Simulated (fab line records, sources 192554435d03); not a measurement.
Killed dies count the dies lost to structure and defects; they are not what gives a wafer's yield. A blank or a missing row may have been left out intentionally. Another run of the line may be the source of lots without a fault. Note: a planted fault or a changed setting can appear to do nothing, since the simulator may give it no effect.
Which tool did it?	flow n5-finfet	66 wafers from 22 lots sampled at 6 of the route's 1938 steps

## WHAT EACH GAUGE READ, for each wafer
No reading from a measuring or inspecting step in the record can be judged against a usual standard deviation.

## WHAT TOOL EACH LOT RAN ON (gives the tool, then ch and the chambers of the sampled wafers, and finally the start)
lot	N5_BEOL_M8_STRIP_36	N5_BEOL_M8_ETCH_41	N5_BEOL_M8_DEP_56	N5_BEOL_M9_HM_DEP_02	N5_BEOL_M9_DESCUM_16	N5_BEOL_M9_ETCH_61
L074	rie-diel-06 ch 0,2, day 10 04:51	rie-diel-06 ch 0,2, day 10 07:52 or earlier	pecvd-02 ch 0,1,2, day 10 07:52	pvd-sputter-02, day 10 10:02	rie-diel-04 ch 1,3, day 10 10:38	rie-diel-04 ch 1,3, day 10 10:40
L075	rie-diel-01 ch 0,2,3, day 10 09:16	rie-diel-01 ch 0,2,3, day 10 12:37 or earlier	pecvd-01 ch 0,1, day 10 12:37	pvd-sputter-02, day 10 15:37	rie-diel-04 ch 1,2,3, day 10 16:11	rie-diel-04 ch 1,2,3, day 10 16:14
L076	rie-diel-03 ch 0,2,3, day 10 12:02	rie-diel-03 ch 0,2,3, day 10 16:35 or earlier	pecvd-02 ch 0,2, day 10 16:35	pvd-sputter-02, day 10 18:38	rie-diel-05 ch 1,2, day 10 19:13	rie-diel-05 ch 1,2, day 10 19:15
L078	rie-diel-06 ch 2,3, day 10 15:17	rie-diel-06 ch 2,3, day 10 19:46 or earlier	pecvd-01 ch 0,1,2, day 10 19:46	pvd-sputter-03, day 10 21:48	rie-diel-02 ch 0,1,3, day 10 22:16	rie-diel-02 ch 0,1,3, day 10 22:18
L077	rie-diel-01 ch 1,2,3, day 10 21:29	rie-diel-01 ch 1,2,3, day 10 23:46 or earlier	pecvd-02 ch 0,1, day 10 23:46	pvd-sputter-03, day 11 01:38	rie-diel-04 ch 0,1,2, day 11 02:05	rie-diel-04 ch 0,1,2, day 11 02:08
L081	rie-diel-06 ch 0,1, day 11 01:47	rie-diel-06 ch 0,1, day 11 05:08 or earlier	pecvd-03 ch 0,1,2, day 11 05:08	pvd-sputter-02, day 11 06:43	rie-diel-02 ch 2,3, day 11 07:18	rie-diel-02 ch 2,3, day 11 07:20
L080	rie-diel-06 ch 0,2, day 11 06:59	rie-diel-06 ch 0,2, day 11 10:16 or earlier	pecvd-01 ch 0,2, day 11 10:16	pvd-sputter-03, day 11 12:40	rie-diel-04 ch 1,3, day 11 13:08	rie-diel-04 ch 1,3, day 11 13:10
L079	rie-diel-01 ch 0,1,2, day 11 08:45	rie-diel-01 ch 0,1,2, day 11 13:01 or earlier	pecvd-02 ch 0,1, day 11 13:01	pvd-sputter-01, day 11 15:55	rie-diel-04 ch 0,2,3, day 11 16:48	rie-diel-04 ch 0,2,3, day 11 16:50
L083	rie-diel-03 ch 0,1,2, day 11 12:13	rie-diel-03 ch 0,1,2, day 11 14:32 or earlier	pecvd-01 ch 0,1,2, day 11 14:32	pvd-sputter-02, day 11 16:17	rie-diel-04 ch 0,2,3, day 11 17:05	rie-diel-04 ch 0,2,3, day 11 17:07
L082	rie-diel-06 ch 0,1,2, day 11 12:34	rie-diel-06 ch 0,1,2, day 11 16:34 or earlier	pecvd-01 ch 0,1,2, day 11 16:34	pvd-sputter-01, day 11 19:20	rie-diel-04 ch 0,2, day 11 19:56	rie-diel-04 ch 0,2, day 11 19:58
L084	rie-diel-03 ch 1,3, day 12 05:02	rie-diel-03 ch 1,3, day 12 08:45 or earlier	pecvd-03 ch 0,1,2, day 12 08:45	pvd-sputter-03, day 12 10:07	rie-diel-05 ch 1,2, day 12 10:34	rie-diel-05 ch 1,2, day 12 10:36
L085	rie-diel-01 ch 0,2, day 12 09:16	rie-diel-01 ch 0,2, day 12 11:59 or earlier	pecvd-02 ch 0,2, day 12 11:59	pvd-sputter-02, day 12 16:17	rie-diel-02 ch 2,3, day 12 16:46	rie-diel-02 ch 2,3, day 12 16:48
L086	rie-diel-03 ch 0,1, day 12 20:37	rie-diel-03 ch 0,1, day 12 23:09 or earlier	pecvd-03 ch 1,2, day 12 23:09	pvd-sputter-03, day 13 01:13	rie-diel-04 ch 1,2,3, day 13 01:48	rie-diel-04 ch 1,2,3, day 13 01:50
L088	rie-diel-01 ch 1,2,3, day 12 23:52	rie-diel-01 ch 1,2,3, day 13 02:56 or earlier	pecvd-03 ch 0,1, day 13 02:56	pvd-sputter-03, day 13 07:00	rie-diel-05 ch 1,2,3, day 13 07:56	rie-diel-05 ch 1,2,3, day 13 07:58
L092	rie-diel-03 ch 1,2,3, day 13 17:50	rie-diel-03 ch 1,2,3, day 13 20:23 or earlier	pecvd-03 ch 0,1, day 13 20:23	pvd-sputter-02, day 13 21:59	rie-diel-05 ch 2,3, day 13 22:47	rie-diel-05 ch 2,3, day 13 22:49
L087	rie-diel-01 ch 1,3, day 13 17:51	rie-diel-01 ch 1,3, day 13 20:50 or earlier	pecvd-01 ch 1,2, day 13 20:50	pvd-sputter-01, day 13 22:17	rie-diel-05 ch 2,3, day 13 23:02	rie-diel-05 ch 2,3, day 13 23:04
L091	rie-diel-06 ch 0,1,2, day 14 02:16	rie-diel-06 ch 0,1,2, day 14 05:06 or earlier	pecvd-03 ch 0,1,2, day 14 05:06	pvd-sputter-01, day 14 07:29	rie-diel-04 ch 1,2,3, day 14 07:56	rie-diel-04 ch 1,2,3, day 14 07:59
L090	rie-diel-01 ch 0,1,3, day 14 02:41	rie-diel-01 ch 0,1,3, day 14 05:19 or earlier	pecvd-03 ch 0,1,2, day 14 05:19	pvd-sputter-02, day 14 07:31	rie-diel-02 ch 0,1,2, day 14 08:06	rie-diel-02 ch 0,1,2, day 14 08:08
L094	rie-diel-03 ch 1,2,3, day 14 03:07	rie-diel-03 ch 1,2,3, day 14 05:58 or earlier	pecvd-01 ch 0,1, day 14 05:58	pvd-sputter-01, day 14 07:40	rie-diel-04 ch 1,2,3, day 14 08:28	rie-diel-04 ch 1,2,3, day 14 08:29
L095	rie-diel-06 ch 0,3, day 15 12:19	rie-diel-06 ch 0,3, day 15 16:48 or earlier	pecvd-01 ch 0,1,2, day 15 16:48	pvd-sputter-02, day 15 18:41	rie-diel-05 ch 0,1,2, day 15 19:19	rie-diel-05 ch 0,1,2, day 15 19:22
L097	rie-diel-03 ch 0,2, day 15 18:23	rie-diel-03 ch 0,2, day 15 22:46 or earlier	pecvd-03 ch 0,1,2, day 15 22:46	pvd-sputter-01, day 16 01:07	rie-diel-04 ch 0,2, day 16 01:52	rie-diel-04 ch 0,2, day 16 01:54
L096	rie-diel-01 ch 2,3, day 16 15:13	rie-diel-01 ch 2,3, day 16 17:36 or earlier	pecvd-03 ch 0,1,2, day 16 17:36	pvd-sputter-01, day 16 19:55	rie-diel-02 ch 0,1,3, day 16 20:32	rie-diel-02 ch 0,1,3, day 16 20:34
- N5_BEOL_M8_STRIP_36: strips in N2/H2.
- N5_BEOL_M8_ETCH_41: etches SiCN in CH3F/O2, target depth 31.9 nm, time 57.8 s.
- N5_BEOL_M8_DEP_56: deposits SiCN from 3MS/NH3, target thk 10 nm, time 17.5 s.
- N5_BEOL_M9_HM_DEP_02: deposits TiN, target thk 20 nm.
- N5_BEOL_M9_DESCUM_16: chemistry O2, time 7.9 s.
- N5_BEOL_M9_ETCH_61: etches SiARC in CF4, target depth 39 nm, time 65 s.

## AS READ BY THE TOOLS THEMSELVES (means over the sampled wafers that have a number; for cases with no such wafer, the mark the record gives instead)
N5_BEOL_M8_STRIP_36. Usual: drypump-motor-current-A 5.9 A, standard deviation 0.41; oes-product-au 0.78 a.u., standard deviation 0.083; rf-vpp-V 58.9 V, standard deviation 1.6; showerhead-plenum-p-Torr 2.53 Torr, standard deviation 0.075; throttle-valve-pct 23.58 %, standard deviation 0.24.
lot	tool	drypump-motor-current-A (A)	oes-product-au (a.u.)	rf-vpp-V (V)	showerhead-plenum-p-Torr (Torr)	throttle-valve-pct (%)	flag
L074	rie-diel-06	5.6	0.78	58.7	2.60	23.32	
L075	rie-diel-01	6.2	0.79	58.5	2.57	23.87	
L076	rie-diel-03	5.9	0.75	60.4	2.49	23.52	
L078	rie-diel-06	5.4	0.75	58.6	2.54	23.47	
L077	rie-diel-01	6.1	0.76	57.9	2.49	23.68	
L081	rie-diel-06	6.0	0.85	57.9	2.62	23.42	
L080	rie-diel-06	5.6	0.75	58.9	2.59	23.33	
L079	rie-diel-01	6.2	0.79	58.8	2.53	23.57	
L083	rie-diel-03	5.7	0.73	59.8	2.53	23.67	
L082	rie-diel-06	5.9	0.82	59.0	2.58	23.50	
L084	rie-diel-03	6.0	0.81	59.9	2.49	23.37	
L085	rie-diel-01	6.4	0.79	59.3	2.61	23.82	
L086	rie-diel-03	5.7	0.75	59.8	2.54	23.66	
L088	rie-diel-01	6.1	0.83	57.9	2.48	23.53	
L092	rie-diel-03	5.7	0.76	59.2	2.51	23.59	
L087	rie-diel-01	6.0	0.76	58.2	2.42	23.38	
L091	rie-diel-06	5.9	0.79	59.1	2.58	23.54	
L090	rie-diel-01	6.2	0.78	57.6	2.50	23.60	
L094	rie-diel-03	5.7	0.76	59.2	2.51	23.57	
L095	rie-diel-06	5.6	0.76	57.2	2.59	23.41	
L097	rie-diel-03	5.6	0.68	59.2	2.50	23.76	
L096	rie-diel-01	6.2	0.85	59.3	2.53	23.73	

N5_BEOL_M8_ETCH_41. Usual: drypump-motor-current-A 5.9 A, standard deviation 0.41; oes-product-au 0.77 a.u., standard deviation 0.086; rf-vpp-V 297.5 V, standard deviation 1.3; showerhead-plenum-p-Torr 2.00 Torr, standard deviation 0.056; throttle-valve-pct 16.40 %, standard deviation 0.21.
lot	tool	drypump-motor-current-A (A)	oes-product-au (a.u.)	rf-vpp-V (V)	showerhead-plenum-p-Torr (Torr)	throttle-valve-pct (%)	flag
L074	rie-diel-06	5.6	0.76	298.6	2.06	16.35	
L075	rie-diel-01	6.2	0.78	297.8	2.03	16.50	
L076	rie-diel-03	5.9	0.74	296.9	1.97	16.28	
L078	rie-diel-06	5.4	0.75	297.8	2.00	16.33	
L077	rie-diel-01	6.1	0.76	296.6	1.98	16.52	
L081	rie-diel-06	6.0	0.84	299.2	2.08	16.34	
L080	rie-diel-06	5.7	0.75	297.4	2.05	16.38	
L079	rie-diel-01	6.2	0.77	297.7	2.01	16.43	
L083	rie-diel-03	5.7	0.73	296.7	2.00	16.48	
L082	rie-diel-06	5.8	0.81	298.4	2.04	16.32	
L084	rie-diel-03	6.0	0.79	296.3	1.96	16.14	
L085	rie-diel-01	6.4	0.77	298.8	2.06	16.43	
L086	rie-diel-03	5.7	0.75	297.3	2.01	16.63	
L088	rie-diel-01	6.1	0.83	296.3	1.97	16.39	
L092	rie-diel-03	5.7	0.75	297.3	1.97	16.23	
L087	rie-diel-01	6.0	0.77	296.0	1.93	16.41	
L091	rie-diel-06	5.8	0.79	297.6	2.03	16.36	
L090	rie-diel-01	6.1	0.78	297.6	1.98	16.40	
L094	rie-diel-03	5.7	0.75	296.7	1.97	16.23	
L095	rie-diel-06	5.6	0.74	298.9	2.07	16.48	
L097	rie-diel-03	5.6	0.67	296.8	1.97	16.43	
L096	rie-diel-01	6.3	0.85	296.7	2.00	16.43	

N5_BEOL_M8_DEP_56. Usual: showerhead-plenum-p-Torr 3.668 Torr, standard deviation 0.012; throttle-valve-pct 8.7 %, standard deviation 0.46.
lot	tool	showerhead-plenum-p-Torr (Torr)	throttle-valve-pct (%)	flag
L074	pecvd-02	3.675	8.7	
L075	pecvd-01	3.664	9.1	
L076	pecvd-02	3.678	8.6	
L078	pecvd-01	3.662	8.7	
L077	pecvd-02	3.668	8.8	
L081	pecvd-03	3.677	8.7	
L080	pecvd-01	3.657	8.9	
L079	pecvd-02	3.676	9.0	
L083	pecvd-01	3.663	8.7	
L082	pecvd-01	3.658	8.7	
L084	pecvd-03	3.675	8.7	
L085	pecvd-02	3.672	8.7	
L086	pecvd-03	3.669	8.7	
L088	pecvd-03	3.675	9.1	
L092	pecvd-03	3.672	8.8	
L087	pecvd-01	3.659	8.2	
L091	pecvd-03	3.679	8.7	
L090	pecvd-03	3.674	8.6	
L094	pecvd-01	3.669	9.0	
L095	pecvd-01	3.660	8.5	
L097	pecvd-03	3.673	8.7	
L096	pecvd-03	3.675	8.5	

N5_BEOL_M9_HM_DEP_02. Usual: throttle-valve-pct 30.2 %, standard deviation 0.85.
lot	tool	throttle-valve-pct (%)	flag
L074	pvd-sputter-02	30.1	
L075	pvd-sputter-02	30.3	
L076	pvd-sputter-02	30.1	
L078	pvd-sputter-03	31.1	
L077	pvd-sputter-03	31.3	
L081	pvd-sputter-02	30.4	
L080	pvd-sputter-03	31.4	
L079	pvd-sputter-01	29.1	
L083	pvd-sputter-02	29.7	
L082	pvd-sputter-01	29.9	
L084	pvd-sputter-03	30.6	
L085	pvd-sputter-02	30.2	
L086	pvd-sputter-03	31.5	
L088	pvd-sputter-03	31.4	
L092	pvd-sputter-02	30.3	
L087	pvd-sputter-01	29.5	
L091	pvd-sputter-01	29.4	
L090	pvd-sputter-02	30.2	
L094	pvd-sputter-01	30.2	
L095	pvd-sputter-02	30.2	
L097	pvd-sputter-01	29.8	
L096	pvd-sputter-01	30.2	

N5_BEOL_M9_DESCUM_16. Usual: drypump-motor-current-A 5.5 A, standard deviation 0.5; oes-product-au 0.81 a.u., standard deviation 0.092; rf-vpp-V 243.6 V, standard deviation 1.2; showerhead-plenum-p-Torr 2.13 Torr, standard deviation 0.076; throttle-valve-pct 20.4 %, standard deviation 0.34.
lot	tool	drypump-motor-current-A (A)	oes-product-au (a.u.)	rf-vpp-V (V)	showerhead-plenum-p-Torr (Torr)	throttle-valve-pct (%)	flag
L074	rie-diel-04	5.4	0.80	243.3	2.06	20.1	
L075	rie-diel-04	5.4	0.78	242.4	2.07	20.3	
L076	rie-diel-05	5.6	0.75	243.2	2.04	20.3	
L078	rie-diel-02	5.7	0.76	243.9	2.15	20.5	
L077	rie-diel-04	5.5	0.79	242.8	2.13	20.5	
L081	rie-diel-02	5.6	0.92	243.4	2.14	20.5	
L080	rie-diel-04	5.4	0.80	243.2	2.06	20.1	
L079	rie-diel-04	5.1	0.85	243.5	2.16	20.1	
L083	rie-diel-04	5.0	0.84	242.8	2.16	20.2	
L082	rie-diel-04	5.1	0.85	244.3	2.21	20.3	
L084	rie-diel-05	5.6	0.74	241.9	2.03	20.3	
L085	rie-diel-02	5.5	0.87	243.6	2.17	20.4	
L086	rie-diel-04	5.4	0.87	244.0	2.16	20.3	
L088	rie-diel-05	5.5	0.82	242.6	2.04	20.3	
L092	rie-diel-05	5.6	0.87	241.9	2.04	20.2	
L087	rie-diel-05	5.5	0.89	242.9	2.05	20.4	
L091	rie-diel-04	5.4	0.85	244.1	2.15	20.3	
L090	rie-diel-02	5.8	0.76	242.7	2.10	20.7	
L094	rie-diel-04	5.4	0.85	244.6	2.15	20.3	
L095	rie-diel-05	5.9	0.82	243.5	2.06	20.4	
L097	rie-diel-04	5.0	0.79	243.8	2.16	20.5	
L096	rie-diel-02	5.8	0.72	244.0	2.14	20.6	

N5_BEOL_M9_ETCH_61. Usual: drypump-motor-current-A 5.5 A, standard deviation 0.5; etch-rf-on-time-s 65.7 s, standard deviation 2; oes-product-au 0.70 a.u., standard deviation 0.08; rf-vpp-V 184.5 V, standard deviation 0.92; showerhead-plenum-p-Torr 2.17 Torr, standard deviation 0.068; throttle-valve-pct 15.5 %, standard deviation 0.3.
lot	tool	drypump-motor-current-A (A)	etch-rf-on-time-s (s)	oes-product-au (a.u.)	rf-vpp-V (V)	showerhead-plenum-p-Torr (Torr)	throttle-valve-pct (%)	flag
L074	rie-diel-04	5.4	66.3	0.68	183.5	2.14	15.4	
L075	rie-diel-04	5.4	64.2	0.67	183.8	2.13	15.5	
L076	rie-diel-05	5.6	67.4	0.64	183.8	2.09	15.5	
L078	rie-diel-02	5.8	66.2	0.65	184.8	2.20	15.7	
L077	rie-diel-04	5.5	64.5	0.68	184.5	2.15	15.6	
L081	rie-diel-02	5.5	63.8	0.80	184.5	2.17	15.5	
L080	rie-diel-04	5.4	65.8	0.68	183.7	2.13	15.4	
L079	rie-diel-04	5.1	65.4	0.72	184.8	2.19	15.3	
L083	rie-diel-04	5.1	66.2	0.72	185.5	2.19	15.2	
L082	rie-diel-04	5.2	65.6	0.73	184.9	2.22	15.2	
L084	rie-diel-05	5.6	67.8	0.62	184.4	2.09	15.5	
L085	rie-diel-02	5.5	65.0	0.74	184.6	2.21	15.5	
L086	rie-diel-04	5.4	64.7	0.74	185.1	2.21	15.5	
L088	rie-diel-05	5.5	65.8	0.70	183.9	2.09	15.5	
L092	rie-diel-05	5.6	63.3	0.76	183.9	2.08	15.4	
L087	rie-diel-05	5.5	64.5	0.77	184.4	2.08	15.5	
L091	rie-diel-04	5.4	64.9	0.72	184.1	2.20	15.5	
L090	rie-diel-02	5.8	67.5	0.64	184.4	2.14	15.8	
L094	rie-diel-04	5.4	65.1	0.72	185.1	2.20	15.5	
L095	rie-diel-05	5.9	66.1	0.70	184.3	2.12	15.5	
L097	rie-diel-04	5.0	63.9	0.68	184.6	2.18	15.4	
L096	rie-diel-02	5.8	68.0	0.61	184.5	2.19	15.8	

## THE ANSWER, worked out from the rows above alone
Rule: take the mean of a lot's wafers that have a number; if it is more than 3 standard deviations from the usual mean, the lot is off. Also off: a lot with no number at a reading for which 4 or more lots have one. The other lots that the step has rows for count as sound. After the gauges, taken in route order, come the tools' own readings; for these a lot's mean is taken, as printed above. At the first step where some lot is off, the reading lying furthest off is the one used; lots without a number count as furthest.
No lot is off on any of the readings shown, so nothing can be concluded from this.

## WHAT THE SIMULATOR HAD PUT IN
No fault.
